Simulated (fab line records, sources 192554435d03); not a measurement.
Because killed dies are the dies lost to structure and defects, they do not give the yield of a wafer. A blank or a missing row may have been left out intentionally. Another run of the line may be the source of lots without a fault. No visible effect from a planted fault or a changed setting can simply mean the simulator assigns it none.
Matching of chambers -- flow n5Finfet -- N5_BEOL_M9_ALD_74 on aldMetal-01: 4 sister chambers
The step deposits TaN, target thk 2 nm, pulse time 2 s, purge time 3 s. 8 wafers are shown with their chamber, then 9 later ones without.

## WAFERS PAIRED WITH THEIR CHAMBERS
wafer,chamber,heaterPowerW (W)
L085.2,1,343
L085.6,2,461
L086.2,0,414
L086.3,2,482
L086.4,3,448
L088.1,3,457
L088.2,1,348
L088.5,0,412

## WAFERS WHOSE CHAMBER IS MISSING
wafer,heaterPowerW (W)
L089.1,345
L089.5,398
L089.6,445
L092.1,473
L092.2,415
L092.5,456
L096.1,343
L096.2,402
L096.3,461

## THE CHAMBER EACH PASSED THROUGH
wafer,from the rows above,in truth
L089.1,1,1
L089.5,0,0
L089.6,3,3
L092.1,2,2
L092.2,0,0
L092.5,can't be placed: 3 or 2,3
L096.1,1,1
L096.2,0,0
L096.3,can't be placed: 3 or 2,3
7 of 9 placed correctly. These rows do not allow placing 2 (true chamber among the candidates in 2). 0 placed wrongly.
How it was worked out, from the rows above alone: a wafer's distance from a chamber is the root of the sum, over the readings, of the square of ((its reading less the chamber's mean) divided by the reading's scatter). If the next closest chamber is less than 2 further off than the closest, the wafer can't be placed; otherwise it belongs to the closest. Each chamber's mean is taken over the wafers shown for it. The scatter is the square root of a quotient: the sum, over the shown wafers, of each reading's squared deviation from its chamber's mean, divided by wafers minus chambers.
